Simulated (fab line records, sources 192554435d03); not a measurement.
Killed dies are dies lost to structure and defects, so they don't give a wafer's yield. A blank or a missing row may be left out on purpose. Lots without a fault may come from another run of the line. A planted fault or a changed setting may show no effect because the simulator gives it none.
A struck lot beside a sound one | flow n5_finfet | 14 steps out of a route of 1938
Sound: wafers L504.1, L504.2, L504.5. Struck: wafers L507.4, L507.5. The cause comes at the end.
At each step with rows: each side's tool, then ch and its chambers, then its first start. Under that, the readings that differ: sound wafers | struck wafers | difference of the means | sigmas: that difference in standard deviations of wafers without a fault.
alike: readings whose means differ by less than 2 such deviations, and words and numbers that are the same on both sides. not compared: withheld readings, readings that some wafer has no value for, bounds like >300 that may hide the same value, and numbers for which the record gives no deviation and whose values overlap.
The two part at a step that has a row with sigmas, a row that says differs or no value, or rows on one side only. Numbers that don't overlap but have no deviation are shown without sigmas and don't part them. A reading that every wafer of one side lacks parts them only if that side has two wafers or more.

first, 5 steps without rows for these wafers: N5_PASSIVATION_SOFTBAKE_05 (time 90 s); N5_PASSIVATION_EXPOSE_07 (exposes mask TV, defocus 0 nm, target cd 3000 nm); N5_PASSIVATION_PEB_08; N5_PASSIVATION_DEVELOP_09 (develop time 60 s); N5_PASSIVATION_HARDBAKE_11 (time 120 s).
N5_PASSIVATION_CD_MEAS_10: target cd 3000 nm.
  sound on cd_sem-03 ch 0, day 12 15:37; struck on cd_sem-03 ch 0, day 13 14:50
  alike: cd_nm
N5_PASSIVATION_OVL_MEAS_60:
  sound on overlay-02 ch 0, day 12 15:39; struck on overlay-02 ch 0, day 13 14:52
  alike: TV_OVL
N5_PASSIVATION_INSPECT_61: inspects for defects (macro).
  sound on defect_inspect-01, day 12 15:41; struck on defect_inspect-01, day 13 14:53
  alike: raw_defect_count
N5_PASSIVATION_DESCUM_12: chemistry O2, time 7.9 s.
  sound on rie_diel-03 ch 1,3, day 12 15:43; struck on rie_diel-03 ch 0,1, day 13 14:55
  alike: drypump_motor_current_A, oes_product_au, rf_vpp_V, showerhead_plenum_p_Torr, throttle_valve_pct
  not compared: rf_hours_counter_h
N5_PASSIVATION_PASS_ETCH_74: etches SiNx in CF4/O2, target depth 220 nm, time 110 s.
  sound on rie_diel-03 ch 1,3, day 12 15:47; struck on rie_diel-03 ch 0,1, day 13 14:59
  alike: drypump_motor_current_A, oes_product_au, rf_vpp_V, showerhead_plenum_p_Torr, throttle_valve_pct
  not compared: rf_hours_counter_h
N5_PASSIVATION_VIA_ETCH_13: etches SiO2 in CHF3/O2, target depth 660 nm, time 330 s.
  sound on rie_diel-03 ch 1,3, day 12 15:52; struck on rie_diel-03 ch 0,1, day 13 15:05
  alike: drypump_motor_current_A, etch_rf_on_time_s, oes_product_au, rf_vpp_V, showerhead_plenum_p_Torr, throttle_valve_pct
  not compared: rf_hours_counter_h
N5_PASSIVATION_STRIP_14: strips in O2.
  sound on rie_diel-03 ch 1,3, day 12 16:04; struck on rie_diel-03 ch 0,1, day 13 15:16
  alike: drypump_motor_current_A, oes_product_au, rf_vpp_V, showerhead_plenum_p_Torr, throttle_valve_pct
  not compared: rf_hours_counter_h
N5_PASSIVATION_ETCH_15: etches SiCN in CF4/N2, target depth 75 nm, time 81.2 s.
  sound on rie_diel-03 ch 1,3, day 12 16:07; struck on rie_diel-03 ch 0,1, day 13 15:19
  reading                  | sound             | struck      | difference | sigmas
  model.etch.depth_nm (nm) | 63.77 63.51 63.82 | 76.95 74.75 | +12.15     |
  alike: drypump_motor_current_A, n2_flow_sccm, oes_product_au, rf_vpp_V, showerhead_plenum_p_Torr, throttle_valve_pct
  not compared: rf_hours_counter_h
then, 1 step without rows for these wafers: N5_PASSIVATION_STRIP_73 (strips in post etch residue remover, time 60 s).

WHERE THEY PART
Nowhere in this record.

WHY: what the simulator had put in
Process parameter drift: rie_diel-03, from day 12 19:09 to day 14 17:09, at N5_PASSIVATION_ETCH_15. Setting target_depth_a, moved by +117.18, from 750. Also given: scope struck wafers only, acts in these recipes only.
